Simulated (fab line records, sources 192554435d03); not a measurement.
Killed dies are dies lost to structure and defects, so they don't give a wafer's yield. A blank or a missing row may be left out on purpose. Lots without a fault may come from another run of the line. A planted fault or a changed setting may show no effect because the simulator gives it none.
fab line records | flow n5_finfet | part 1 of 2: steps 1 to 16 of 26
record lots=5 wafers=15 last_day=19
route steps=1938 shown BEOL_M0_CUTY@705 BEOL_M0@715
lots that met no fault: from a run of the same line without faults
start_h: hours from the record's first day to the start of the lot's first wafer shown | wait_h: hours since the lot's step before | " the same as in the row above | L1.1+2: a row that stands for several wafers | - no value, or no start given | * or withheld: withheld | < > ~ a bound
route shown NAME@n: a module of which the file shows steps, and the number in the route of the first | usual: mean/standard deviation of fault-free wafers | same: alike in all rows | chamber/n: place in a boat | sites: the reading at each site | _std_site: their standard deviation | _edge_site: outer sites' mean less inner sites' | radius_mm: how far each site lies from the wafer's centre | mask NAME#n: copy n | behind: the tool/chamber that last shaped the wafer | hold: why the lot was held/for how many hours/how that ended | device: the transistor (n, p or np) that didn't switch | end of line: the same wafers' tests at the end of the route | a step without rows: its recipe alone | killed: dies lost to structure and defects at the first sort, not the wafer's yield | map: a wafer's dies, x killed, . not, _ none there
set.NAME: the setting as run; set.NAME@STEP: as run at that earlier step | model.NAME: the simulator's own value behind a step, which no gauge read
lots at some steps of the route; a table a step, a row a wafer
services: from which hour (start_h, from the record's first day; less than 0 if before it) a tool's chamber was out of use, for how many hours, and why
## steps
# step N5_BEOL_M0_CUTY_EXPOSE_54
# recipe mask_id=M0_ABLK na=1.35 source_shape=conventional sigma_outer=0.8 polarization=unpolarized dose_mj=36
# usual exposure_dose_mJ_cm2=35.97/0.039
# columns lot.wafer tool chamber start_h wait_h mask exposure_dose_mJ_cm2
L079.3 arfi_scanner-02 0 160.44 - M0_ABLK#0 35.93
L079.4 " 0 " " M0_ABLK#0 36.07
L079.5 " 0 " " M0_ABLK#0 36.00
L080.3 arfi_scanner-02 0 162.25 - M0_ABLK#0 35.91
L080.4 " 0 " " M0_ABLK#0 35.92
L080.6 " 0 " " M0_ABLK#0 35.88
L081.2 arfi_scanner-03 0 165.49 - M0_ABLK#0 35.93
L081.5 " 0 " " M0_ABLK#0 35.98
L081.6 " 0 " " M0_ABLK#0 36.03
L082.1 arfi_scanner-03 0 171.30 - M0_ABLK#0 35.98
L082.2 " 0 " " M0_ABLK#0 35.93
L082.4 " 0 " " M0_ABLK#0 35.93
L083.2 arfi_scanner-03 0 176.24 - M0_ABLK#0 35.94
L083.3 " 0 " " M0_ABLK#0 35.94
L083.4 " 0 " " M0_ABLK#0 35.95
# step N5_BEOL_M0_CUTY_PEB_55
# recipe peb_temp_c=110 peb_time_s=60 resist=CAR-ArF-block
# columns lot.wafer tool chamber start_h wait_h
L079.3+4+5 litho_track-04 0 160.49 0.0
L080.3+4+6 litho_track-05 0 162.30 0.0
L081.2+5+6 litho_track-05 0 165.55 0.0
L082.1+2+4 litho_track-05 0 171.36 0.1
L083.2+3+4 litho_track-01 0 176.29 0.0
# step N5_BEOL_M0_CUTY_DEVELOP_56
# recipe develop_time_s=30 developer=TMAH resist=CAR-ArF-block rinse_liquid=diw dry=air_spin dev_temp_c=23
# columns lot.wafer tool chamber start_h wait_h
L079.3+4+5 litho_track-04 0 - -
L080.3+4+6 litho_track-05 0 - -
L081.2+5+6 litho_track-05 0 - -
L082.1+2+4 litho_track-05 0 - -
L083.2+3+4 litho_track-01 0 - -
# step N5_BEOL_M0_CUTY_CD_MEAS_57
# recipe target_cd_nm=200 landing_energy_ev=500 detector=se_inlens polarity=line
# usual cd_nm=200.1/0.82
# columns lot.wafer tool chamber start_h wait_h cd_nm
L079.3 cd_sem-03 0 160.56 - 201.6
L079.4 " 0 " " 200.8
L079.5 " 0 " " 201.2
L080.3 cd_sem-03 0 162.37 - 200.4
L080.4 " 0 " " 200.4
L080.6 " 0 " " 201.7
L081.2 cd_sem-03 0 165.61 - 202.4
L081.5 " 0 " " 201.2
L081.6 " 0 " " 201.3
L082.1 cd_sem-03 0 171.42 - 200.2
L082.2 " 0 " " 200.8
L082.4 " 0 " " 200.1
L083.2 cd_sem-01 0 176.36 - 199.6
L083.3 " 0 " " 200.7
L083.4 " 0 " " 199.8
# step N5_BEOL_M0_CUTY_OVL_MEAS_58
# recipe points_per_wafer=44
# usual M0_ABLK_OVL=0.3/0.64
# columns lot.wafer tool chamber start_h wait_h M0_ABLK_OVL[nm]
L079.3 overlay-01 0 160.59 0.0 0.5
L079.4 " 0 " " 0.9
L079.5 " 0 " " 0.9
L080.3 overlay-02 0 162.39 0.0 0.6
L080.4 " 0 " " -0.7
L080.6 " 0 " " -0.6
L081.2 overlay-02 0 165.64 0.0 1.5
L081.5 " 0 " " 1.0
L081.6 " 0 " " 1.1
L082.1 overlay-01 0 171.45 0.0 1.3
L082.2 " 0 " " 1.4
L082.4 " 0 " " 0.3
L083.2 overlay-01 0 176.39 0.0 1.3
L083.3 " 0 " " 0.8
L083.4 " 0 " " 0.8
# step N5_BEOL_M0_CUTY_INSPECT_59
# recipe mode=adi inspect_instrument=macro
# usual raw_defect_count=2.1/1.4
# columns lot.wafer tool chamber start_h wait_h raw_defect_count
L079.3 defect_inspect-02 - 160.61 0.0 2
L079.4 " - " " 1
L079.5 " - " " 0
L080.3 defect_inspect-01 - 162.42 0.0 0
L080.4 " - " " 1
L080.6 " - " " 1
L081.2 defect_inspect-01 - 165.67 0.0 0
L081.5 " - " " 3
L081.6 " - " " 2
L082.1 defect_inspect-01 - 171.48 0.0 2
L082.2 " - " " 5
L082.4 " - " " 3
L083.2 defect_inspect-02 - 176.41 0.0 3
L083.3 " - " " 1
L083.4 " - " " 4
# step N5_BEOL_M0_CUTY_DESCUM_61
# recipe chemistry=O2 time_s=7.9 source_power_w=50 bias_power_w=20 pressure_mtorr=20 rf_frequency_hz=2.712e+07 temp_c=40 resist=CAR-ArF-block o2_flow_sccm=225
# usual drypump_motor_current_A=5.8/0.42 oes_product_au=0.74/0.062 rf_vpp_V=243.5/0.96 showerhead_plenum_p_Torr=2.11/0.038 throttle_valve_pct=20.40/0.13
# columns lot.wafer tool chamber start_h wait_h drypump_motor_current_A oes_product_au rf_hours_counter_h rf_vpp_V showerhead_plenum_p_Torr throttle_valve_pct
L079.3 rie_diel-05 3 160.64 0.0 5.5 0.75 162 244.1 2.17 20.29
L079.4 " 0 " " 6.1 0.76 123 244.8 2.10 20.46
L079.5 " 3 " " 5.5 0.75 - 244.2 2.17 20.29
L080.3 rie_diel-05 1 162.49 0.1 6.3 0.89 34 242.0 2.05 20.14
L080.4 " 0 " " 6.1 0.76 123 242.9 2.10 20.44
L080.6 " 0 " " 6.1 0.75 - 244.1 2.10 20.45
L081.2 rie_diel-04 2 166.32 0.7 6.3 0.75 178 242.7 2.09 20.44
L081.5 " 1 " " 5.3 0.71 - 245.6 2.15 20.31
L081.6 " 0 " " 6.0 0.68 - 244.1 2.07 20.30
L082.1 rie_diel-05 2 171.60 0.1 5.7 0.73 196 243.7 2.08 20.26
L082.2 " 1 " " 6.3 0.88 38 242.6 2.05 20.14
L082.4 " 0 " " 6.1 0.76 127 242.2 2.10 20.44
L083.2 rie_diel-04 2 176.45 0.0 6.3 0.74 182 243.2 2.09 20.45
L083.3 " 3 " " 5.3 0.68 215 244.5 2.15 20.52
L083.4 " 1 " " 5.3 0.70 206 242.9 2.15 20.33
# step N5_BEOL_M0_CUTY_ETCH_62
# recipe chemistry=CF4 target=SiARC mask_material=CAR-ArF-block time_s=58.5 ion_energy_ev=80 pressure_mtorr=40 source_w=545 bias_w=36 Ar_flow_sccm=100 cf4_flow_sccm=100 ends=cleared
# usual drypump_motor_current_A=5.8/0.42 etch_rf_on_time_s=58.4/0.56 oes_product_au=0.63/0.051 rf_vpp_V=184.2/0.97 showerhead_plenum_p_Torr=2.16/0.04 throttle_valve_pct=15.63/0.15
# columns lot.wafer tool chamber start_h wait_h drypump_motor_current_A etch_rf_on_time_s oes_product_au rf_hours_counter_h rf_vpp_V showerhead_plenum_p_Torr throttle_valve_pct
L079.3 rie_diel-05 3 160.68 0.0 5.5 59.0 0.64 162 185.5 2.22 15.57
L079.4 " 0 " " 6.1 58.0 0.65 123 184.0 2.15 15.62
L079.5 " 3 " " 5.5 58.8 0.64 - 185.1 2.22 15.58
L080.3 rie_diel-05 1 162.52 0.0 6.3 57.2 0.75 34 184.1 2.10 15.30
L080.4 " 0 " " 6.1 57.6 0.65 123 183.6 2.15 15.61
L080.6 " 0 " " 6.2 57.1 0.65 - 183.9 2.15 15.63
L081.2 rie_diel-04 2 166.36 0.0 6.3 58.0 0.64 178 183.0 2.13 15.61
L081.5 " 1 " " 5.3 58.5 0.61 - 184.3 2.21 15.60
L081.6 " 0 " " 6.0 57.9 0.59 - 184.3 2.12 15.57
L082.1 rie_diel-05 2 171.63 0.0 5.7 58.9 0.62 196 183.3 2.13 15.47
L082.2 " 1 " " 6.3 57.8 0.73 38 184.9 2.10 15.31
L082.4 " 0 " " 6.1 58.6 0.64 127 184.3 2.15 15.63
L083.2 rie_diel-04 2 176.48 0.0 6.2 58.2 0.64 182 184.5 2.13 15.63
L083.3 " 3 " " 5.3 58.5 0.59 215 185.8 2.21 15.83
L083.4 " 1 " " 5.3 59.3 0.60 206 184.5 2.21 15.60
# step N5_BEOL_M0_CUTY_ETCH_63
# recipe chemistry=N2/H2 target=SOC target_depth_a=827 overetch_a=165 mask_material=SiARC temp_c=40 ion_energy_ev=200 time_s=124 pressure_mtorr=30 source_w=840 bias_w=150 n2_flow_sccm=200 h2_flow_sccm=200
# usual drypump_motor_current_A=5.8/0.42 n2_flow_sccm=200.0/0.56 oes_product_au=0.61/0.047 rf_vpp_V=524.4/1.5 showerhead_plenum_p_Torr=2.56/0.051 throttle_valve_pct=17.82/0.18
# columns lot.wafer tool chamber start_h wait_h drypump_motor_current_A n2_flow_sccm oes_product_au rf_hours_counter_h rf_vpp_V showerhead_plenum_p_Torr throttle_valve_pct
L079.3 rie_diel-05 3 160.73 0.0 5.5 200.2 0.62 162 526.2 2.65 17.76
L079.4 " 0 " " 6.1 199.6 0.62 123 525.4 2.55 17.80
L079.5 " 3 " " 5.5 200.1 0.62 - 526.5 2.65 17.76
L080.3 rie_diel-05 1 162.57 0.0 6.3 200.1 0.71 34 523.3 2.48 17.39
L080.4 " 0 " " 6.1 200.4 0.62 123 523.4 2.55 17.80
L080.6 " 0 " " 6.1 200.1 0.62 - 523.7 2.55 17.80
L081.2 rie_diel-04 2 166.40 0.0 6.2 200.7 0.61 178 524.2 2.53 17.77
L081.5 " 1 " " 5.4 200.1 0.58 - 525.8 2.63 17.79
L081.6 " 0 " " 6.0 199.6 0.56 - 523.7 2.52 17.75
L082.1 rie_diel-05 2 171.68 0.0 5.7 199.8 0.60 196 523.8 2.52 17.65
L082.2 " 1 " " 6.3 200.6 0.71 38 522.7 2.48 17.41
L082.4 " 0 " " 6.1 200.1 0.62 127 523.1 2.55 17.83
L083.2 rie_diel-04 2 176.53 0.0 6.2 200.2 0.60 182 522.8 2.52 17.77
L083.3 " 3 " " 5.3 199.4 0.56 215 526.5 2.62 18.00
L083.4 " 1 " " 5.3 200.3 0.58 206 524.5 2.63 17.80
# step N5_BEOL_M0_CUTY_STRIP_64
# recipe chemistry=N2/H2 temp_c=40 n2_flow_sccm=200 h2_flow_sccm=200 rf_frequency_hz=6e+07
# columns lot.wafer tool chamber start_h wait_h
L079.3+4+5 rie_diel-05 3,0,3 160.84 0.1
L080.3+4+6 rie_diel-05 1,0,0 162.68 0.1
L081.2+5+6 rie_diel-04 2,1,0 166.52 0.1
L082.1+2+4 rie_diel-05 2,1,0 171.79 0.1
L083.2+3+4 rie_diel-04 2,3,1 176.64 0.1
# step N5_BEOL_M0_ETCH_138
# recipe chemistry=CH3F/O2 target_depth_a=120 target=SiCN time_s=31.6 ion_energy_ev=120 pressure_mtorr=30 source_w=395 bias_w=75 Ar_flow_sccm=150 CH3F_flow_sccm=30 O2_flow_sccm=20 ends=cleared
# usual drypump_motor_current_A=5.8/0.43 etch_rf_on_time_s=29.0/0.65 oes_product_au=0.63/0.052 rf_vpp_V=297.7/1.2 showerhead_plenum_p_Torr=2.02/0.04 throttle_valve_pct=16.33/0.15
# columns lot.wafer tool chamber start_h wait_h drypump_motor_current_A etch_rf_on_time_s oes_product_au rf_hours_counter_h rf_vpp_V showerhead_plenum_p_Torr throttle_valve_pct
L079.3 rie_diel-05 3 160.85 0.0 5.5 28.3 0.64 162 300.1 2.08 16.28
L079.4 " 0 " " 6.1 28.6 0.66 123 297.5 2.01 16.34
L079.5 " 3 " " 5.5 29.5 0.64 - 298.2 2.08 16.28
L080.3 rie_diel-05 1 162.69 0.0 6.3 27.8 0.75 34 296.3 1.96 15.99
L080.4 " 0 " " 6.2 28.4 0.65 123 296.2 2.01 16.33
L080.6 " 0 " " 6.1 29.0 0.65 - 300.4 2.01 16.32
L081.2 rie_diel-04 2 166.53 0.0 6.2 29.4 0.64 178 296.8 1.99 16.29
L081.5 " 1 " " 5.3 29.9 0.60 - 297.4 2.07 16.30
L081.6 " 0 " " 6.0 29.2 0.58 - 296.9 1.98 16.24
L082.1 rie_diel-05 2 171.80 0.0 5.7 28.7 0.62 196 299.3 1.99 16.22
L082.2 " 1 " " 6.3 28.9 0.74 38 296.8 1.95 15.99
L082.4 " 0 " " 6.1 29.2 0.64 127 296.7 2.01 16.35
L083.2 rie_diel-04 2 176.65 0.0 6.2 28.1 0.63 182 298.5 1.99 16.31
L083.3 " 3 " " 5.3 28.6 0.58 215 295.9 2.07 16.51
L083.4 " 1 " " 5.3 29.3 0.60 206 298.1 2.07 16.32
# step N5_BEOL_M0_HM_OPEN_105
# recipe chemistry=Cl2/BCl3 target_depth_a=120 target=TiN ion_energy_ev=150 pressure_mtorr=10 icp_w=1000 bias_w=126 Cl2_flow_sccm=53.25 bcl3_flow_sccm=21.75 Ar_flow_sccm=25
# usual drypump_motor_current_A=6.1/0.4 oes_product_au=0.82/0.11 throttle_valve_pct=21.90/0.11
# columns lot.wafer tool chamber start_h wait_h drypump_motor_current_A oes_product_au rf_hours_counter_h throttle_valve_pct
L079.3 rie_metal-01 0 161.81 0.9 6.1 0.81 - 21.80
L079.4 " 1 " " 6.5 0.81 - 21.93
L079.5 " 0 " " 6.1 0.82 - 21.80
L080.3 rie_metal-02 0 162.95 0.2 6.4 0.58 - 22.13
L080.4 " 0 " " 6.4 0.58 - 22.12
L080.6 " 0 " " 6.4 0.57 - 22.14
L081.2 rie_metal-02 1 168.47 1.9 5.5 0.98 - 21.84
L081.5 " 1 " " 5.5 0.97 - 21.86
L081.6 " 1 " " 5.5 0.98 - 21.85
L082.1 rie_metal-01 1 171.92 0.1 6.5 0.81 43 21.95
L082.2 " 0 " " 6.1 0.80 29 21.81
L082.4 " 1 " " 6.5 0.82 - 21.95
L083.2 rie_metal-02 1 177.85 1.2 5.5 0.96 - 21.84
L083.3 " 1 " " 5.5 0.97 - 21.85
L083.4 " 1 " " 5.6 0.95 - 21.85
# step N5_BEOL_M0_STRIP_140
# recipe chemistry=CF4 resist=SiARC power_w=300 bias_power_w=75 pressure_mtorr=50 cf4_flow_sccm=150 rf_frequency_hz=6e+07
# usual drypump_motor_current_A=5.8/0.42 oes_product_au=0.73/0.055 rf_vpp_V=271.4/1.3 showerhead_plenum_p_Torr=1.81/0.034 throttle_valve_pct=13.62/0.15
# columns lot.wafer tool chamber start_h wait_h drypump_motor_current_A oes_product_au rf_hours_counter_h rf_vpp_V showerhead_plenum_p_Torr throttle_valve_pct
L079.3 rie_diel-05 1 161.99 0.1 6.3 0.86 33 270.8 1.77 13.28
L079.4 " 3 " " 5.5 0.74 162 273.0 1.86 13.56
L079.5 " 2 " " 5.7 0.73 - 270.2 1.78 13.45
L080.3 rie_diel-04 3 163.23 0.2 5.3 0.68 209 273.0 1.86 13.79
L080.4 " 2 " " 6.3 0.75 - 269.9 1.79 13.61
L080.6 " 0 " " 6.0 0.67 - 269.2 1.78 13.60
L081.2 rie_diel-05 2 168.74 0.2 5.7 0.72 195 271.1 1.78 13.48
L081.5 " 3 " " 5.5 0.73 - 274.0 1.86 13.56
L081.6 " 0 " " 6.1 0.74 - 272.1 1.80 13.59
L082.1 rie_diel-02 1 172.15 0.2 5.7 0.72 171 271.9 1.79 13.69
L082.2 " 3 " " 5.9 0.70 223 273.5 1.84 13.76
L082.4 " 0 " " 6.2 0.85 55 272.9 1.82 13.44
L083.2 rie_diel-02 2 178.18 0.3 4.9 0.73 160 271.8 1.79 13.81
L083.3 " 0 " " 6.2 0.84 58 271.5 1.82 13.45
L083.4 " 3 " " 5.8 0.69 225 274.8 1.84 13.79
# step N5_BEOL_M0_STRIP_104
# recipe chemistry=N2/H2 power_w=450 temp_c=40 pressure_mtorr=20 rf_frequency_hz=6e+07 overash_fraction=0.3 bias_power_w=7 h2_frac=0.5 n2_flow_sccm=200 h2_flow_sccm=200
# usual drypump_motor_current_A=5.8/0.42 n2_flow_sccm=200.0/0.6 oes_product_au=0.74/0.059 rf_vpp_V=59.3/1.4 showerhead_plenum_p_Torr=2.56/0.053 throttle_valve_pct=23.58/0.23
# columns lot.wafer tool chamber start_h wait_h drypump_motor_current_A n2_flow_sccm oes_product_au rf_hours_counter_h rf_vpp_V showerhead_plenum_p_Torr throttle_valve_pct
L079.3 rie_diel-05 1 162.01 0.0 6.3 200.4 0.88 33 58.4 2.48 23.10
L079.4 " 3 " " 5.5 199.8 0.74 162 60.1 2.64 23.49
L079.5 " 2 " " 5.7 199.4 0.73 - 59.2 2.52 23.38
L080.3 rie_diel-04 3 163.25 0.0 5.3 198.6 0.70 209 60.8 2.62 23.84
L080.4 " 2 " " 6.3 200.4 0.75 - 59.2 2.52 23.48
L080.6 " 0 " " 6.0 199.7 0.69 - 58.4 2.51 23.51
L081.2 rie_diel-05 2 168.76 0.0 5.7 201.4 0.73 195 57.2 2.52 23.40
L081.5 " 3 " " 5.5 199.9 0.74 - 61.3 2.64 23.44
L081.6 " 0 " " 6.1 200.7 0.75 - 61.0 2.55 23.64
L082.1 rie_diel-02 1 172.17 0.0 5.7 200.7 0.73 171 60.0 2.54 23.75
L082.2 " 3 " " 5.9 200.8 0.71 223 59.4 2.62 23.85
L082.4 " 0 " " 6.2 199.3 0.85 55 59.7 2.57 23.50
L083.2 rie_diel-02 2 178.20 0.0 4.9 201.3 0.75 160 59.8 2.53 23.99
L083.3 " 0 " " 6.2 199.9 0.85 58 59.2 2.57 23.52
L083.4 " 3 " " 5.8 200.5 0.69 225 58.7 2.62 23.85
# step N5_BEOL_M0_WET_ETCH_106
# recipe chemistry=DHF dilution=10:1 temp_c=25 target=SiO2 target_depth_a=1300 dry=ipa_marangoni rinse_time_s=30 rinse_temp_c=23
# columns lot.wafer tool chamber start_h wait_h
L079.3+4+5 wet_bench-04 7,0,1 162.08 -
L080.3+4+6 wet_bench-01 1,3,2 163.32 -
L081.2+5+6 wet_bench-02 7,3,2 168.83 -
L082.1+2+4 wet_bench-04 2,4,0 172.23 -
L083.2+3+4 wet_bench-02 2,0,7 178.26 -
# step N5_BEOL_M0_ETCH_128
# recipe chemistry=CF4/N2 target_depth_a=120 overetch_a=51 target=SiCN time_s=21.4 ion_energy_ev=150 pressure_mtorr=40 source_w=430 bias_w=70 Ar_flow_sccm=100 cf4_flow_sccm=60 n2_flow_sccm=60
# usual drypump_motor_current_A=5.8/0.43 n2_flow_sccm=60.03/0.19 oes_product_au=0.51/0.036 rf_vpp_V=382.7/1.4 showerhead_plenum_p_Torr=2.22/0.041 throttle_valve_pct=15.46/0.15
# columns lot.wafer tool chamber start_h wait_h drypump_motor_current_A n2_flow_sccm oes_product_au rf_hours_counter_h rf_vpp_V showerhead_plenum_p_Torr throttle_valve_pct
L079.3 rie_diel-04 0 162.17 0.1 6.0 59.99 0.47 215 380.7 2.18 15.40
L079.4 " 3 " " 5.4 60.08 0.48 - 384.6 2.28 15.62
L079.5 " 2 " " 6.3 60.12 0.52 - 382.7 2.19 15.43
L080.3 rie_diel-04 0 164.09 0.7 6.0 60.08 0.47 217 381.4 2.18 15.39
L080.4 " 0 " " 6.0 59.93 0.47 - 382.4 2.18 15.38
L080.6 " 2 " " 6.3 60.06 0.51 - 382.7 2.19 15.43
L081.2 rie_diel-04 3 168.93 0.1 5.4 60.01 0.47 212 384.0 2.28 15.64
L081.5 " 2 " " 6.2 59.94 0.51 - 382.1 2.19 15.44
L081.6 " 3 " " 5.3 59.88 0.47 - 383.4 2.28 15.64
L082.1 rie_diel-04 2 172.29 0.0 6.2 59.72 0.51 181 382.7 2.19 15.45
L082.2 " 3 " " 5.4 59.74 0.47 213 385.0 2.28 15.63
L082.4 " 1 " " 5.3 60.37 0.49 205 383.1 2.28 15.44
L083.2 rie_diel-05 0 178.77 0.5 6.1 59.95 0.51 129 382.9 2.21 15.45
L083.3 " 2 " " 5.7 59.90 0.49 198 380.2 2.19 15.29
L083.4 " 3 " " 5.5 59.95 0.51 168 385.6 2.29 15.42
